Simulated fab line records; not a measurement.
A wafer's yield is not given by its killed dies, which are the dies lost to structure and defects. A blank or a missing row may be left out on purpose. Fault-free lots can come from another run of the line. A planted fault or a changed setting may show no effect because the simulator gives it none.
Which tool did it? -- flow n5-finfet -- route of 1938 steps, sampled at 1 step: 24 lots, 72 wafers

== WHAT THE GAUGES READ, wafer by wafer ==
N5_BEOL_M11_OVL_MEAS_29.
lot,measured,on,V10_OVL (nm)
L074,day 9 21:39,overlay-01,-0.2 1.4 -0.7
L076,day 10 04:49,overlay-01,-0.4 -1.3 0.5
L075,day 10 05:01,overlay-01,-2.1 -1.7 -3.1
L077,day 10 19:31,overlay-02,0.5 -0.3 0.5
L080,day 11 03:53,overlay-01,-0.6 -0.6 -0.8
L079,day 11 06:07,overlay-02,0.7 0.0 -1.4
L078,day 11 08:23,overlay-02,-1.1 -1.4 -0.1
L081,day 11 19:04,overlay-02,-1.0 -0.6 0.5
L083,day 12 00:35,overlay-02,0.3 -2.1 -0.1
L082,day 12 02:38,overlay-01,-0.1 0.2 0.5
L084,day 12 02:49,overlay-02,-0.7 0.5 -0.5
L085,day 12 13:58,overlay-01,-1.0 -0.7 -1.0
L086,day 12 20:53,overlay-01,0.3 -0.2 -1.3
L087,day 13 02:06,overlay-01,0.1 -0.1 0.7
L088,day 13 11:41,overlay-02,0.4 0.0 1.6
L090,day 13 11:58,overlay-01,-0.6 0.0 -0.1
L091,day 13 19:19,overlay-02,0.1 0.6 -1.0
L089,day 13 20:18,overlay-01,-1.0 0.6 0.7
L092,day 14 01:27,overlay-02,-0.4 -0.3 -0.8
L093,day 14 07:51,overlay-01,-0.9 0.0 0.1
L094,day 14 10:15,overlay-02,-0.3 -1.2 -1.1
L095,day 14 16:44,overlay-01,-0.7 -1.1 -1.3
L096,day 15 09:26,overlay-01,-1.0 -1.2 -0.1
L097,day 15 22:14,overlay-02,-1.0 -0.6 -0.3

== EACH LOT AND THE TOOL THAT RAN IT (in order: tool; ch and the chambers of the sampled wafers; start) ==
There is no process step in the record ahead of these readings.

== AS READ BY THE TOOLS THEMSELVES (means over the sampled wafers that have a number; for cases with no such wafer, the mark the record gives instead) ==
The record holds no such reading with a usual standard deviation.

== THE ANSWER, worked out from the rows above alone ==
Rule: usual is defined by the lots themselves. Put in order of their means at a reading, lots are off if they are a third of the lots or fewer, leave a main group of 4 or more, and stand apart from it by a gap of 3 or more times the standard deviation of the main group's means; of several such gaps the widest counts. A main group whose means are all the same, to the digits that the tables above print for the reading, isn't used. A lot without any number at a reading at which 4 lots or more have one is off too. Where the step has rows for the other lots, those lots are counted as sound. First the gauges in route order, then the tools' own readings, where a lot's mean is used as printed above. At the first step where some lot is off, the reading lying furthest off is the one used; lots without a number count as furthest.
None of the lots is off at any reading shown; this tells nothing.

== WHAT THE SIMULATOR PUT IN ==
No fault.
